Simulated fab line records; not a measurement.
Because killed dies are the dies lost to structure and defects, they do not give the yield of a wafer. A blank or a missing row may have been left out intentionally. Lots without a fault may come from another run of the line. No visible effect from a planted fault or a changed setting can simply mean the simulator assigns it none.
Comparing a struck lot with a sound one + flow n5Finfet + 19 steps out of a route of 1938
Sound: wafers L367.1, L367.3, L367.4. Wafers L371.1, L371.5, L371.6 were the ones struck. The cause is named last.
Each step with rows lists, per side, the tool, then ch with its chambers, then its first start. Under that, the readings that differ: sound wafers + struck wafers + difference of the means + sigmas: that difference in standard deviations of wafers without a fault.
alike: readings whose means differ by less than 2 such deviations, and words and numbers that are the same on both sides. not compared: withheld readings, readings that some wafer has no value for, bounds like >300 that may hide the same value, and numbers for which the record gives no deviation and whose values overlap.
A row with sigmas, a row that says differs or no value, or rows on one side alone: a step with any of these is where the two part. Non-overlapping numbers with no deviation appear without sigmas and do not part them. A reading missing from all wafers of one side parts the sides only when that side holds two or more wafers.

N5_START_INSPECT_01: inspects for defects (unpatterned scan).
  sound on defectInspect-02, day 3 06:02; struck on defectInspect-02, day 4 06:02
  alike: rawDefectCount
then, 2 steps without rows for these wafers: N5_ZERO_LAYER_PRECLEAN_00 (cleans in SPM, time 600 s); N5_ZERO_LAYER_SRD_01 (time 30 s, dry time 30 s).
N5_ZERO_LAYER_PECVD_02: deposits SiO2 from SiH4/N2O, target thk 10 nm, time 6 s.
  sound on pecvd-02 ch 0,1,2, day 3 06:17; struck on pecvd-01 ch 0,1, day 4 06:18
  alike: heaterPowerW, showerheadPlenumPTorr
  not compared: sinceWetCleanH
then, 1 step without rows for these wafers: N5_ZERO_LAYER_HMDS_04 (time 60 s).
N5_ZERO_LAYER_COAT_05: resist thk 1000 nm.
  sound on lithoTrack-02 ch 0, day 3 06:22; struck on lithoTrack-02 ch 0, day 4 06:24
| reading                                     | sound                | struck               | difference | sigmas |
|---------------------------------------------|----------------------|----------------------|------------|--------|
| spinSpeedRpm (rpm)                          | 1498.9 1497.5 1499.3 | 1463.3 1467.0 1465.5 | -33.3      | -30    |
| model.coat_of_ZERO_LAYER_COAT_05.thkNm (nm) | 1004 1004 1003       | 1007 1012 1012       | +7         |        |
  alike: resistLineTempC
then, 6 steps without rows for these wafers: N5_ZERO_LAYER_EBR_07; N5_ZERO_LAYER_SOFTBAKE_06 (time 90 s); N5_ZERO_LAYER_EXPOSE_08 (exposes mask ZERO, defocus 0 nm, target cd 2000 nm); N5_ZERO_LAYER_PEB_09; N5_ZERO_LAYER_DEVELOP_10 (develop time 60 s); N5_ZERO_LAYER_HARDBAKE_23 (time 120 s).
N5_ZERO_LAYER_CD_MEAS_11: the cd target is 2000 nm.
  sound on cdSem-01 ch 0, day 3 06:38; struck on cdSem-03 ch 0, day 4 06:49
  alike: cdNm
N5_ZERO_LAYER_DESCUM_16: chemistry O2, time 7.9 s.
  sound on rieDiel-06 ch 0,1,3, day 3 06:41; struck on rieDiel-02 ch 0,3, day 4 06:56
  alike: biasPowerW, drypumpMotorCurrentA, oesProductAu, rfVppV, showerheadPlenumPTorr, throttleValvePct
  not compared: rfHoursCounterH
N5_ZERO_LAYER_ETCH_17: etches SiO2 in CF4, target depth 12 nm, time 13.3 s.
  sound on rieDiel-06 ch 0,1,3, day 3 06:43; struck on rieDiel-02 ch 0,3, day 4 06:58
  alike: drypumpMotorCurrentA, oesProductAu, rfVppV, showerheadPlenumPTorr, throttleValvePct
  not compared: rfHoursCounterH
N5_ZERO_LAYER_ETCH_18: etches Si in HBr/Cl2, target depth 120 nm, time 40 s.
  sound on rieSi-04 ch 0,1,3, day 3 06:47; struck on rieSi-04 ch 0,1,3, day 4 07:03
| reading                                     | sound             | struck          | difference | sigmas |
|---------------------------------------------|-------------------|-----------------|------------|--------|
| model.coat_of_ZERO_LAYER_COAT_05.thkNm (nm) | 933.4 933.8 933.3 | 936.8 941.8 942 | +6.7       |        |
  alike: drypumpMotorCurrentA, oesProductAu, throttleValvePct
  not compared: rfHoursCounterH
N5_ZERO_LAYER_STRIP_24: strips in O2.
  sound on plasmaAsher-01 ch 0,1, day 3 06:53; struck on plasmaAsher-01 ch 0,1, day 4 07:10
  alike: drypumpMotorCurrentA, heaterPowerW, oesProductAu, stripTimeToEndpointS
  not compared: rfHoursCounterH
then, 1 step without rows for these wafers: N5_ZERO_LAYER_STRIP_19 (strips in SPM, time 900 s).
N5_PASSIVATION_PROBE_49:
  sound wafers here have rows in the record (prober-02, day 14 17:15); struck ones have none

== WHERE THEY PART ==
Last at N5_PASSIVATION_PROBE_49 as far as this record goes, first at N5_ZERO_LAYER_COAT_05.

WHY: what had been put in by the simulator
Drift in process parameters on lithoTrack-02 at N5_ZERO_LAYER_COAT_05, starting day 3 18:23. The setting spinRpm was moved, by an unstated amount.
